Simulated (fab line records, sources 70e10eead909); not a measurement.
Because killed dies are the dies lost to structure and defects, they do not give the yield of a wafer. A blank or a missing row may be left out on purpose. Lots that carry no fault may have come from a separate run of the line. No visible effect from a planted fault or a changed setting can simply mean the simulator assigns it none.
The tool behind it: which one?	flow nand-harc	14 lots, 42 wafers sampled, at 2 steps of a route of 1159

WHAT EACH GAUGE READ, for each wafer
NHARC_A_SGD_CUT_OVL_MEAS_10. Usual: overlay-x-nm 0.0 nm, standard deviation 0.93; overlay-y-nm -0.1 nm, standard deviation 0.96.
lot	measured	on	overlay-x-nm (nm)	overlay-y-nm (nm)	flag
L128	day 14 01:04	overlay-02	1.9 2.1 1.6	0.4 0.1 0.4	
L129	day 14 01:39	overlay-02	1.4 0.7 0.8	0.3 0.4 0.8	
L131	day 14 15:47	overlay-02	0.0 -0.2 -0.9	0.6 0.2 0.0	
L132	day 15 04:43	overlay-01	0.7 0.6 0.8	-1.6 -2.0 -1.5	
L133	day 15 04:59	overlay-01	-0.9 -0.3 -0.6	2.6 2.2 1.7	
L143	day 18 01:25	overlay-01	0.4 0.4 0.6	0.0 0.3 0.4	
L142	day 18 01:49	overlay-01	0.5 0.5 0.9	-0.3 -0.3 -0.5	
L144	day 18 14:34	overlay-01	-0.2 -0.2 0.3	-0.8 -0.9 -1.0	
L146	day 18 15:35	overlay-01	-1.0 -1.1 -1.1	-0.1 -0.5 -0.6	
L147	day 19 04:49	overlay-01	-0.4 -0.2 -0.8	-1.2 -0.6 -1.0	
L150	day 19 05:12	overlay-01	-0.3 0.0 0.8	-0.4 -0.5 -0.5	
L148	day 19 05:36	overlay-01	0.6 0.7 0.6	-1.3 -1.0 -0.5	
L149	day 19 06:38	overlay-01	0.1 0.2 0.1	0.4 0.5 1.1	
L151	day 19 15:29	overlay-01	0.4 0.4 0.3	-1.8 -1.9 -2.0	

EACH LOT AND THE TOOL THAT RAN IT (in order: tool; ch and the chambers of the sampled wafers; start)
lot	NHARC_A_STAIRCASE_CMP_152
L128	cmp-03 ch 1,2, day 13 22:29
L129	cmp-01 ch 0,1,3, day 13 23:04
L131	cmp-03 ch 0,1,3, day 14 13:12
L132	cmp-02 ch 0,1,2, day 15 02:10
L133	cmp-03 ch 1,2,3, day 15 02:24
L143	cmp-02 ch 0,1,3, day 17 22:45
L142	cmp-03 ch 2,3, day 17 23:03
L144	cmp-01 ch 0,1,3, day 18 11:55
L146	cmp-03 ch 0,1,3, day 18 12:53
L147	cmp-01 ch 2,3, day 19 01:53
L150	cmp-03 ch 0,1,3, day 19 02:29
L148	cmp-01 ch 0,2,3, day 19 02:51
L149	cmp-03 ch 2,3, day 19 03:50
L151	cmp-03 ch 1,2,3, day 19 12:52
- NHARC_A_STAIRCASE_CMP_152: polishes.

WHAT THE TOOLS THEMSELVES READ (means of the sampled wafers that have a number; where no wafer has one, the mark that the record gives instead)
NHARC_A_STAIRCASE_CMP_152. Usual: motor-current-A 12.3 A, standard deviation 1.5; pad-life-wafers 310, standard deviation 140.
lot	tool	motor-current-A (A)	pad-life-wafers	flag
L128	cmp-03	13.6	228	
L129	cmp-01	12.7	116	
L131	cmp-03	11.7	302	
L132	cmp-02	12.2	63	
L133	cmp-03	12.9	416	
L143	cmp-02	12.5	524	
L142	cmp-03	14.0	278	
L144	cmp-01	12.8	211	
L146	cmp-03	11.5	379	
L147	cmp-01	10.2	290	
L150	cmp-03	12.0	482	
L148	cmp-01	11.0	302	
L149	cmp-03	13.3	499	
L151	cmp-03	12.9	566	

THE ANSWER, worked out from the rows above alone
Rule: lot off if the mean of its wafers having a number is beyond 3 standard deviations from the usual mean. Also off: a lot with no number at a reading for which 4 or more lots have one. Where the step has rows for the other lots, those lots are counted as sound. The gauges are gone through in route order, then the tools' own readings, and for those a lot's mean is taken as printed above. At the first step where some lot is off, the reading lying furthest off is the one used; lots without a number count as furthest.
None of the lots is off at any reading shown; this tells nothing.

WHAT HAD BEEN PUT IN BY THE SIMULATOR
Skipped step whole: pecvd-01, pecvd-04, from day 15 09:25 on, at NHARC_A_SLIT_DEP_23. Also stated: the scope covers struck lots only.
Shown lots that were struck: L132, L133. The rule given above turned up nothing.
